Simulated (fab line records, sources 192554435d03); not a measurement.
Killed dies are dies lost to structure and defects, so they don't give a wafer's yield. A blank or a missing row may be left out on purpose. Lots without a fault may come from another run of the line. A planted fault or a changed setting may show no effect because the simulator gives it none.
Chamber matching | flow n5_finfet | N5_BEOL_M4_STRIP_19 on rie_diel-04: 4 sister chambers
The step strips in O2. 20 wafers are shown with their chamber, then 10 later ones without.

WAFERS WITH THEIR CHAMBER
wafer  | chamber | drypump_motor_current_A (A) | showerhead_plenum_p_Torr (Torr) | oes_product_au (a.u.)
L075.3 | 3       | 5.6                         | 1.98                            | 0.71
L075.4 | 1       | 5.3                         | 2.15                            | 0.71
L075.6 | 2       | 4.8                         | 2.06                            | 0.88
L082.1 | 2       | 4.8                         | 2.05                            | 0.87
L082.4 | 0       | 5.9                         | 1.97                            | 0.70
L082.5 | 3       | 5.6                         | 1.97                            | 0.70
L086.1 | 3       | 5.6                         | 1.97                            | 0.69
L086.2 | 2       | 4.8                         | 2.05                            | 0.86
L086.4 | 0       | 5.9                         | 1.97                            | 0.69
L087.1 | 2       | 4.8                         | 2.05                            | 0.86
L087.2 | 3       | 5.6                         | 1.97                            | 0.69
L087.6 | 3       | 5.6                         | 1.97                            | 0.69
L088.2 | 1       | 5.3                         | 2.15                            | 0.70
L088.5 | 1       | 5.3                         | 2.15                            | 0.70
L088.6 | 0       | 5.9                         | 1.97                            | 0.69
L089.3 | 3       | 5.6                         | 1.97                            | 0.69
L089.4 | 2       | 4.8                         | 2.05                            | 0.86
L089.5 | 1       | 5.3                         | 2.15                            | 0.70
L091.1 | 3       | 5.7                         | 1.97                            | 0.69
L091.3 | 1       | 5.3                         | 2.14                            | 0.70

SIGNATURES (means of the wafers above)
reading                  | chamber 0 | chamber 1 | chamber 2 | chamber 3 | scatter within a chamber
drypump_motor_current_A  | 5.900     | 5.300     | 4.800     | 5.614     | 0.0231
showerhead_plenum_p_Torr | 1.9700    | 2.1480    | 2.0520    | 1.9714    | 0.00392
oes_product_au           | 0.6933    | 0.7020    | 0.8660    | 0.6943    | 0.00724
Rule: a wafer's distance from a chamber is the root of the sum, over the readings, of the square of ((its reading less the chamber's mean) divided by the reading's scatter). The wafer belongs to the nearest chamber; if the next one is less than 2 further off, it can't be placed. The scatter: the root of (the sum of the squares of (reading less its chamber's mean) over the shown wafers, divided by (wafers less chambers)).

WAFERS WITHOUT THEIR CHAMBER
wafer  | drypump_motor_current_A (A) | showerhead_plenum_p_Torr (Torr) | oes_product_au (a.u.)
L091.4 | 4.8                         | 2.05                            | 0.85
L093.1 | 5.6                         | 1.96                            | 0.68
L093.2 | 5.9                         | 1.97                            | 0.68
L093.3 | 4.8                         | 2.04                            | 0.85
L094.4 | 5.6                         | 1.96                            | 0.68
L094.5 | 4.8                         | 2.04                            | 0.84
L094.6 | 5.3                         | 2.14                            | 0.68
L095.2 | 5.9                         | 1.97                            | 0.68
L095.4 | 5.6                         | 1.96                            | 0.67
L095.5 | 4.8                         | 2.04                            | 0.84

WHICH CHAMBER EACH WENT THROUGH
wafer  | from the rows above | in truth
L091.4 | 2                   | 2
L093.1 | 3                   | 3
L093.2 | 0                   | 0
L093.3 | 2                   | 2
L094.4 | 3                   | 3
L094.5 | 2                   | 2
L094.6 | 1                   | 1
L095.2 | 0                   | 0
L095.4 | 3                   | 3
L095.5 | 2                   | 2
Placed correctly: 10 of 10. Can't be placed from these rows: 0. Placed wrongly: 0.
